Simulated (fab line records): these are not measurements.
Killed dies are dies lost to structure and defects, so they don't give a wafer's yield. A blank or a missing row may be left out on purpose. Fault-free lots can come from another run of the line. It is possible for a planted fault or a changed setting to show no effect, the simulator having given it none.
Split-lot trial ; flow n5_finfet ; 7 lots, 39 wafers read, on a route of 1938 steps

SPLIT DETAILS
At N5_MOL_CONTACT_COAG_SPUTTER_130 (material Co, target thk 47.5 nm), the setting power_w was moved away from the recipe's 3000 W on 18 of the 39 wafers read, by -19.0% to +17.5%. This setting was run at the recipe's value on the other wafers.

The reading comes from the split's own step.

THE READING
Co_of_MOL_CONTACT_COAG_SPUTTER_130.thk_nm (the simulator's own value, which no gauge read), in nm, at N5_MOL_CONTACT_COAG_SPUTTER_130 (material Co, target thk 47.5 nm). No usual value for it is given in the file. Across the 21 wafers here that went through the recipe, the average is 47.6 nm and the standard deviation 0.59 nm.

wafer;tool, chamber at the split;power_w as run, W;against the recipe;Co_of_MOL_CONTACT_COAG_SPUTTER_130.thk_nm, nm;against lot-mates on the recipe
L077.1;pvd_sputter-03, -;3253;+8.4%;51;+3.7
L077.3;pvd_sputter-03, -;3253;+8.4%;51;+3.7
L077.2;pvd_sputter-03, -;3000;recipe;47.2;-
L077.6;pvd_sputter-03, -;3000;recipe;47.2;-
L077.4;pvd_sputter-03, -;3253;+8.4%;51.4;+4.1
L077.5;pvd_sputter-03, -;3000;recipe;47.4;-
L078.1;pvd_sputter-03, -;3000;recipe;48.2;-
L078.4;pvd_sputter-03, -;3000;recipe;48.2;-
L078.2;pvd_sputter-03, -;2843;-5.2%;45.8;-2.3
L078.6;pvd_sputter-03, -;2843;-5.2%;45.8;-2.3
L078.3;pvd_sputter-03, -;2843;-5.2%;45.4;-2.7
L078.5;pvd_sputter-03, -;3000;recipe;47.8;-
L080.1;pvd_sputter-03, -;3000;recipe;48;-
L080.3;pvd_sputter-03, -;3000;recipe;47.8;-
L080.6;pvd_sputter-03, -;3000;recipe;47.2;-
L082.1;pvd_sputter-02, -;3526;+17.5%;57.2;+9.3
L082.2;pvd_sputter-02, -;3526;+17.5%;56.8;+8.9
L082.3;pvd_sputter-02, -;3000;recipe;47.4;-
L082.4;pvd_sputter-02, -;3000;recipe;47.6;-
L082.5;pvd_sputter-02, -;3526;+17.5%;57;+9.1
L082.6;pvd_sputter-02, -;3000;recipe;48.6;-
L090.1;pvd_sputter-03, -;3000;recipe;46.8;-
L090.2;pvd_sputter-03, -;3000;recipe;46.2;-
L090.3;pvd_sputter-03, -;2431;-19.0%;37.6;-8.9
L090.4;pvd_sputter-03, -;2431;-19.0%;37.2;-9.3
L090.5;pvd_sputter-03, -;2431;-19.0%;36.8;-9.7
L090.6;pvd_sputter-03, -;3000;recipe;46.6;-
L093.1;pvd_sputter-03, -;3000;recipe;47.6;-
L093.4;pvd_sputter-03, -;3000;recipe;47.6;-
L093.2;pvd_sputter-03, -;3313;+10.4%;52.2;+4.8
L093.3;pvd_sputter-03, -;3313;+10.4%;52;+4.6
L093.5;pvd_sputter-03, -;3000;recipe;47;-
L093.6;pvd_sputter-03, -;3313;+10.4%;53;+5.6
L095.1;pvd_sputter-01, -;3000;recipe;48.4;-
L095.2;pvd_sputter-01, -;3000;recipe;48;-
L095.3;pvd_sputter-01, -;2680;-10.7%;43.2;-4.9
L095.4;pvd_sputter-01, -;2680;-10.7%;42.8;-5.3
L095.5;pvd_sputter-01, -;3000;recipe;47.8;-
L095.6;pvd_sputter-01, -;2680;-10.7%;43;-5.1

FIT RESULTS
A straight line over all 39 wafers: Co_of_MOL_CONTACT_COAG_SPUTTER_130.thk_nm changes by +0.507 nm for each +1% of power_w; r = +0.99; the points scatter about the line by 0.68 nm.
The same after taking each lot's own level away (the mean of its wafers on the recipe; 39 wafers): +0.494 nm for each +1%; r = +1.00; scatter 0.34 nm.
On that fit, the largest move of power_w shifts the reading by 9.4 nm.
The lots' own levels span 46.53 to 48.07 nm, that is 2.6 times the standard deviation above.
The two slopes are in agreement: the lot-to-lot level therefore moves the slope only a little.
Check: with one of the wafers moved furthest among these (-19.0%) left out of the fit, the line predicts -9.41 nm for it against its lot-mates. Against them it came out at -8.93 nm.

OTHER SPLITS APPLIED TO THESE WAFERS
Other splits were also applied to these wafers ahead of the reading. Each is held against what the fit with the lots' levels taken away leaves over:
other split on the same wafers;wafers away from the commonest value;r with Co_of_MOL_CONTACT_COAG_SPUTTER_130.thk_nm (lot level and that fit taken away)
N5_FIN_SAQP_EXPOSE_13 dose_mj;15;+0.22
N5_FIN_CUT_CUT_ETCH_26 target_depth_a;15;+0.13
N5_DUMMY_GATE_EXPOSE_12 dose_mj;15;+0.32
N5_DUMMY_GATE_ETCH_42 bias_w;12;+0.15

FILE'S OWN FIT
Co_of_MOL_CONTACT_COAG_SPUTTER_130.thk_nm changes by +0.494 nm for each +1% of power_w, r = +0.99.
